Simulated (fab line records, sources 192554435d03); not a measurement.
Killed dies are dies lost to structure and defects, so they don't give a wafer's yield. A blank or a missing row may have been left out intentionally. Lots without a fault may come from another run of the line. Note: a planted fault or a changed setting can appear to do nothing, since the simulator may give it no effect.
fab line records	flow n5_finfet
record: lots: 12	wafers: 36	last_day: 19
route steps=1938 shown GATE_CUT@500 PASSIVATION@1926
lots that met no fault: from a run of the same line without faults
start_h: the number of hours between the record's first day and the start of the first shown wafer of the lot	wait_h: hours elapsed since this lot's preceding step	" same as the row above	L1.1+2: one row covering several wafers at once	- value missing, or start not given	* or withheld: withheld	< > ~ a bound
route shown NAME@n: names a module that has steps shown in the file, with the first one's number in the route	usual: mean and standard deviation over wafers with no fault	same: alike in all rows	chamber/n: place in a boat	sites: per-site readings	_std_site: the values' standard deviation	_edge_site: inner sites' mean taken away from outer sites' mean	radius_mm: how far each site lies from the wafer's centre	mask NAME#n: copy n	behind: the last tool/chamber to shape the wafer	hold: cause of the lot's hold/its duration in hours/its outcome	device: transistor that didn't switch, given as n, p or np	end of line: the route-end tests of the same wafers	step lacking rows: just its recipe	killed: at the first sort, the dies lost to defects and structure; wafer yield is something else	map: dies across one wafer; x = killed, . = not, _ = none there
set.NAME: the setting the step ran with; set.NAME@STEP: the setting that earlier step ran with	model.NAME: the simulator's own value behind a step, which no gauge read
the route's steps for a sample of lots (tables are steps, rows are wafers)
services: the hour from which a tool's chamber was out of use, counted from the record's first day as start_h (under 0 if before that day), plus the number of hours and why
== steps ==
step: N5_GATE_CUT_CUT_ETCH_53
recipe: chemistry: SF6/Cl2	target: W	mask_material: SiO2	target_depth_a: 792	pressure_mtorr: 8	icp_w: 900	bias_w: 80	SF6_flow_sccm: 40	Cl2_flow_sccm: 60	ends: cleared
usual: drypump_motor_current_A: 5.7/0.51	etch_rf_on_time_s: 26.4/0.46	oes_product_au: 0.67/0.11	throttle_valve_pct: 28.84/0.17
lot.wafer	tool	chamber	start_h	wait_h	drypump_motor_current_A	etch_rf_on_time_s	oes_product_au	rf_hours_counter_h	throttle_valve_pct
L227.1	rie_metal-01	1	83.59	0.1	5.2	26.6	0.61	88	28.87
L227.3	"	1	"	"	5.2	26.7	0.61	-	28.87
L227.5	"	0	"	"	6.1	25.8	0.54	-	28.86
L228.1	rie_metal-03	0	92.13	0.1	4.9	26.5	0.54	138	28.69
L228.5	"	1	"	"	5.6	26.1	0.81	-	29.19
L228.6	"	0	"	"	4.9	26.7	0.53	-	28.69
L230.2	rie_metal-02	0	102.49	0.1	6.2	27.0	0.72	23	28.67
L230.5	"	0	"	"	6.2	26.9	0.72	-	28.68
L230.6	"	1	"	"	6.2	26.0	0.70	-	28.68
L231.2	rie_metal-01	0	108.20	0.1	6.1	26.2	0.52	134	28.85
L231.3	"	1	"	"	5.2	27.1	0.61	-	28.88
L231.6	"	0	"	"	6.1	26.5	0.52	-	28.86
L232.1	rie_metal-01	0	113.59	0.1	6.1	25.8	0.53	135	28.86
L232.5	"	1	"	"	5.2	26.6	0.60	-	28.88
L232.6	"	0	"	"	6.1	25.9	0.53	-	28.86
L234.4	rie_metal-03	0	136.23	0.0	4.9	26.7	0.53	-	28.70
L234.5	"	1	"	"	5.5	26.0	0.80	-	29.20
L234.6	"	0	"	"	4.9	26.6	0.52	-	28.70
L236.1	rie_metal-03	1	144.07	0.1	5.5	26.3	0.79	15	29.21
L236.4	"	1	"	"	5.5	26.4	0.80	-	29.21
L236.5	"	1	"	"	5.5	26.3	0.79	-	29.19
L238.4	rie_metal-03	1	153.01	0.1	5.5	26.3	0.79	-	29.20
L238.5	"	0	"	"	4.9	26.4	0.53	-	28.70
L238.6	"	1	"	"	5.5	26.1	0.80	-	29.23
L239.3	rie_metal-02	1	155.22	0.1	6.2	26.3	0.69	-	28.66
L239.4	"	0	"	"	6.2	27.0	0.72	-	28.69
L239.5	"	1	"	"	6.2	25.9	0.69	-	28.67
L241.3	rie_metal-03	1	167.28	0.1	5.5	26.2	0.78	-	29.21
L241.5	"	1	"	"	5.5	26.4	0.78	-	29.22
L241.6	"	1	"	"	5.5	26.2	0.79	-	29.21
L246.1	rie_metal-01	0	198.61	0.1	6.1	25.7	0.85	3	28.71
L246.2	"	1	"	"	5.1	26.8	0.59	98	28.89
L246.4	"	0	"	"	6.1	25.7	0.85	-	28.71
L250.2	rie_metal-02	0	223.31	0.1	6.2	26.8	0.69	-	28.71
L250.3	"	0	"	"	6.2	26.6	0.69	-	28.71
L250.5	"	0	"	"	6.2	26.6	0.69	-	28.70
step: N5_PASSIVATION_OVL_MEAS_66
recipe: points_per_wafer: 44
usual: PASS_OPEN_OVL: 3/5.1
lot.wafer	tool	chamber	start_h	wait_h	PASS_OPEN_OVL[nm]
L228.1	overlay-01	0	311.53	0.0	0
L228.5	"	0	"	"	2
L228.6	"	0	"	"	0
L227.1	overlay-02	0	334.51	0.0	-4
L227.3	"	0	"	"	8
L227.5	"	0	"	"	-3
L230.2	overlay-01	0	350.00	0.0	7
L230.5	"	0	"	"	11
L230.6	"	0	"	"	14
L231.2	overlay-02	0	353.90	0.0	-2
L231.3	"	0	"	"	4
L231.6	"	0	"	"	-2
L236.1	overlay-01	0	370.62	0.0	0
L236.4	"	0	"	"	0
L236.5	"	0	"	"	11
L232.1	overlay-01	0	373.99	0.0	3
L232.5	"	0	"	"	0
L232.6	"	0	"	"	-4
L234.4	overlay-01	0	386.96	0.0	2
L234.5	"	0	"	"	-2
L234.6	"	0	"	"	7
L238.4	overlay-02	0	407.44	0.0	1
L238.5	"	0	"	"	11
L238.6	"	0	"	"	-2
L241.3	overlay-02	0	426.44	0.0	-2
L241.5	"	0	"	"	5
L241.6	"	0	"	"	-1
L239.3	overlay-01	0	428.85	0.0	8
L239.4	"	0	"	"	-5
L239.5	"	0	"	"	5
L246.1	overlay-02	0	434.40	0.0	10
L246.2	"	0	"	"	5
L246.4	"	0	"	"	13
L250.2	overlay-01	0	461.59	0.0	0
L250.3	"	0	"	"	1
L250.5	"	0	"	"	7
step: N5_PASSIVATION_STRIP_48
recipe: chemistry: O2	power_w: 600	temp_c: 60	pressure_mtorr: 30	rf_frequency_hz: 6e+07	bias_power_w: 0	overash_fraction: 0.5	o2_flow_sccm: 225
usual: drypump_motor_current_A: 5.8/0.53	oes_product_au: 0.83/0.087	rf_vpp_V: 3.7/2.2	showerhead_plenum_p_Torr: 2.12/0.07	throttle_valve_pct: 16.62/0.28
same: overash_fraction: 0.5
lot.wafer	tool	chamber	start_h	wait_h	drypump_motor_current_A	oes_product_au	rf_hours_counter_h	rf_vpp_V	showerhead_plenum_p_Torr	throttle_valve_pct
L228.1	rie_diel-04	0	312.14	0.1	5.8	0.67	245	3.4	1.98	16.99
L228.5	"	2	"	"	5.3	0.96	-	3.6	2.24	16.60
L228.6	"	3	"	"	6.0	0.68	-	5.9	2.16	16.71
L227.1	rie_diel-04	1	335.12	0.1	6.2	0.74	165	3.6	2.10	17.20
L227.3	"	3	"	"	6.0	0.98	1	3.3	2.16	16.28
L227.5	"	3	"	"	6.1	0.98	-	2.4	2.16	16.27
L230.2	rie_diel-01	2	350.60	0.1	5.2	0.77	121	1.5	2.12	17.02
L230.5	"	2	"	"	5.1	0.77	-	1.5	2.11	16.95
L230.6	"	0	"	"	6.0	0.79	-	1.6	2.03	16.58
L231.2	rie_diel-01	0	355.28	0.1	6.0	0.81	81	1.3	2.03	16.51
L231.3	"	2	"	"	5.1	0.78	122	2.8	2.11	16.97
L231.6	"	0	"	"	6.0	0.82	-	0.0	2.03	16.53
L236.1	rie_diel-01	2	371.28	0.1	5.2	0.76	127	1.4	2.11	16.92
L236.4	"	1	"	"	6.5	0.87	61	2.1	2.05	16.41
L236.5	"	0	"	"	6.0	0.80	-	3.6	2.03	16.60
L232.1	rie_diel-04	0	374.81	0.1	5.8	0.93	10	4.0	2.24	16.45
L232.5	"	0	"	"	5.8	0.94	-	3.1	2.24	16.46
L232.6	"	3	"	"	6.0	0.92	-	1.0	2.15	16.32
L234.4	rie_diel-03	0	387.59	0.0	5.2	0.67	-	6.9	2.05	16.38
L234.5	"	1	"	"	4.9	0.80	-	1.7	2.19	16.77
L234.6	"	2	"	"	6.5	0.89	-	5.9	2.14	16.43
L238.4	rie_diel-01	2	408.36	0.1	5.2	0.78	142	2.6	2.11	16.98
L238.5	"	2	"	"	5.2	0.75	-	5.7	2.11	17.00
L238.6	"	1	"	"	6.5	0.86	-	4.8	2.04	16.41
L241.3	rie_diel-01	0	427.05	0.1	5.9	0.77	105	3.4	2.02	16.55
L241.5	"	2	"	"	5.2	0.76	-	3.5	2.10	16.97
L241.6	"	3	"	"	5.8	0.90	-	8.7	2.05	16.55
L239.3	rie_diel-01	1	429.46	0.1	6.5	0.83	83	4.4	2.04	16.42
L239.4	"	2	"	"	5.2	0.77	150	4.9	2.10	16.98
L239.5	"	3	"	"	5.8	0.92	-	3.7	2.05	16.58
L246.1	rie_diel-04	3	435.01	0.1	6.1	0.86	38	4.0	2.14	16.29
L246.2	"	1	"	"	6.2	0.72	204	1.7	2.08	17.16
L246.4	"	2	"	"	5.3	0.84	55	3.8	2.22	16.65
L250.2	rie_diel-04	3	462.21	0.1	6.0	0.88	47	5.4	2.14	16.25
L250.3	"	0	"	"	5.8	0.87	44	1.9	2.22	16.57
L250.5	"	2	"	"	5.3	0.88	-	1.2	2.22	16.73
step: N5_PASSIVATION_PROBE_49
usual: defect_limited_yield: 91.2/1.4	killed_at_M0_to_M3: 36/11	killed_at_M4_up: 14/5.6	killed_at_contacts: 12/5.9	killed_at_front_end: 38/13	killed_at_other: 3.5/2.7	killed_dies: 104/17	killed_open: 68/12	killed_short: 34/8.2	sort_bin_5_function: 5.1/0.95	sort_bin_6_memory: 3.3/0.7	sort_n_pass: 1076/17	sort_yield_pct: 91.2/1.4
same: gross_dies: 1180	killed_at_back_side: 0	sort_bin_4_leakage[%]: 0	sort_bin_8_speed[%]: 0
lot.wafer	tool	chamber	start_h	wait_h	defect_limited_yield[%]	killed_at_M0_to_M3	killed_at_M4_up	killed_at_contacts	killed_at_front_end	killed_at_other	killed_dies	killed_open	killed_short	sort_bin_5_function[%]	sort_bin_6_memory[%]	sort_n_pass	sort_yield_pct[%]
L236.1	prober-01	-	373.78	0.0	79.5	36	16	27	161	2	242	77	25	11.2	5.6	938	79.5
L236.4	prober-01	-	373.93	0.2	80.3	34	16	21	158	3	232	64	27	12.5	3.8	948	80.3
L236.5	prober-01	-	373.98	0.2	79.2	42	12	11	175	5	245	70	28	11.3	5.6	935	79.2
L238.4	prober-01	-	411.01	0.2	80.0	37	11	8	175	5	236	61	32	13.0	4.0	944	80.0
L238.5	prober-01	-	411.06	0.2	81.7	31	18	9	157	1	216	53	26	11.9	3.1	964	81.7
L238.6	prober-01	-	411.11	0.3	80.3	24	9	8	185	7	233	50	36	12.5	3.8	947	80.3
L241.3	prober-02	-	429.64	0.1	81.9	26	10	7	168	3	214	48	22	10.8	4.2	966	81.9
L241.5	prober-02	-	429.74	0.2	80.3	31	23	13	163	2	232	62	23	11.8	4.6	948	80.3
L241.6	prober-02	-	429.79	0.3	82.3	24	11	6	163	5	209	44	18	12.1	2.7	971	82.3
killed by level:class
L236.1 GATE_CUT:unspecified=140 MOL_CONTACT_COAG:geometric_particle:open=21 BEOL_M3:geometric_particle:open=11 BEOL_M2:geometric_particle:open=9 BEOL_M0_SAQP:geometric_particle:open=8 BEOL_M4:geometric_particle:open=7 MOL_CONTACT_COAG:geometric_particle:short=6 GATE_CUT:geometric_particle:short=5
L236.4 GATE_CUT:unspecified=139 MOL_CONTACT_COAG:geometric_particle:open=18 BEOL_M2:geometric_particle:open=9 BEOL_M0_SAQP:geometric_particle:short=7 BEOL_M4:geometric_particle:open=7 BEOL_M1:geometric_particle:open=5 BEOL_M3:geometric_particle:open=5 GATE_CUT:geometric_particle:short=4
L236.5 GATE_CUT:unspecified=144 MOL_CONTACT_COAG:geometric_particle:open=9 BEOL_M2:geometric_particle:open=9 BEOL_M3:geometric_particle:open=9 BEOL_M0_SAQP:geometric_particle:open=8 FIN_SAQP:geometric_particle:short=6 STI_FIN_REVEAL:geometric_particle:open=6 BEOL_M0_SAQP:geometric_particle:short=5
L238.4 GATE_CUT:unspecified=140 FIN_SAQP:geometric_particle:open=12 BEOL_M1:geometric_particle:open=10 BEOL_M0_SAQP:geometric_particle:short=9 BEOL_M0_SAQP:geometric_particle:open=6 MOL_CONTACT_COAG:geometric_particle:open=5 GATE_CUT:geometric_particle:short=4 GATE_CUT:geometric_particle:open=4
L238.5 GATE_CUT:unspecified=135 BEOL_M4:geometric_particle:open=9 BEOL_M1:geometric_particle:open=8 BEOL_M0_SAQP:geometric_particle:short=7 FIN_SAQP:geometric_particle:open=6 MOL_CONTACT_COAG:geometric_particle:open=6 BEOL_M0_SAQP:geometric_particle:open=5 BEOL_M3:geometric_particle:open=5
L238.6 GATE_CUT:unspecified=141 FIN_SAQP:geometric_particle:short=10 FIN_SAQP:geometric_particle:open=7 BEOL_M0_SAQP:geometric_particle:short=7 MOL_CONTACT_COAG:geometric_particle:open=6 BEOL_M0_SAQP:geometric_particle:open=6 DUMMY_GATE:geometric_particle:open=4 BEOL_M3:geometric_particle:open=4
L241.3 GATE_CUT:unspecified=141 STI_FIN_REVEAL:geometric_particle:open=7 BEOL_M2:geometric_particle:open=7 MOL_CONTACT_COAG:geometric_particle:open=6 BEOL_M0_SAQP:geometric_particle:open=5 BEOL_M1:geometric_particle:open=5 DUMMY_GATE:geometric_particle:open=4 GATE_CUT:geometric_particle:short=4
L241.5 GATE_CUT:unspecified=146 MOL_CONTACT_COAG:geometric_particle:open=9 BEOL_M0_SAQP:geometric_particle:open=9 BEOL_M5:geometric_particle:open=9 BEOL_M3:geometric_particle:open=7 BEOL_M1:geometric_particle:open=6 GATE_CUT:geometric_particle:short=5 BEOL_M0_SAQP:geometric_particle:short=5
L241.6 GATE_CUT:unspecified=145 BEOL_M2:geometric_particle:open=7 STI_FIN_REVEAL:geometric_particle:open=5 BEOL_M4:geometric_particle:open=5 MOL_CONTACT_COAG:geometric_particle:open=4 BEOL_M2:geometric_particle:short=4 FIN_SAQP:geometric_particle:open=3 BEOL_M0_SAQP:geometric_particle:open=3
== services ==
tool	chamber	start_h	hours	kind
rie_diel-01	0	86.31	-	clean
rie_diel-01	0	86.31	-	consumable_replace:focus_ring
rie_diel-01	0	86.31	26.0	scheduled_down
rie_diel-01	0	86.31	26.0	vent_cycle
rie_metal-01	0	91.49	3.3	repair
rie_diel-03	3	94.86	2.8	repair
rie_diel-04	-	116.95	2.8	pm
rie_diel-03	-	119.03	14.6	pm
rie_diel-01	1	135.93	-	clean
rie_diel-01	1	135.93	-	consumable_replace:focus_ring
rie_metal-02	1	139.53	11.4	repair
rie_metal-02	1	172.31	107.1	repair
rie_diel-04	3	203.78	9.4	repair
rie_diel-04	3	215.41	11.3	repair
rie_diel-01	1	219.97	25.1	repair
rie_metal-03	1	231.67	1.6	repair
rie_metal-02	-	244.51	14.6	pm
rie_diel-04	0	276.34	24.4	repair
rie_metal-03	-	278.33	28.1	pm
rie_diel-01	0	320.42	4.8	repair
rie_diel-01	-	351.87	2.8	pm
rie_metal-01	0	365.66	2.9	repair
rie_metal-03	-	380.14	2.8	pm
rie_metal-01	0	414.56	19.4	repair
== key ==
first_sign: step: N5_PASSIVATION_PROBE_49	reading: killed_at_front_end	direction: up	sigmas: 9.9	usual: 38	struck: 167
effect: step: N5_PASSIVATION_PROBE_49	reading: killed_dies	direction: up	sigmas: 7.4	usual: 104	struck: 229
more_kills_born_at: N5_GATE_CUT_CUT_ETCH_53@rie_metal-03: 1271
met_at N5_GATE_CUT_CUT_ETCH_53
struck_lots L236,L238,L241
not_acting_at N5_PASSIVATION_OVL_MEAS_66,N5_PASSIVATION_STRIP_48
onset_between 136.23 144.07
fault: kind: chamber_particle_source	tool: rie_metal-03	chamber: -	onset_h: 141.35	steps: N5_GATE_CUT_CUT_ETCH_53	rate_per_visit_cm2: 1.4474	end_h: 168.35
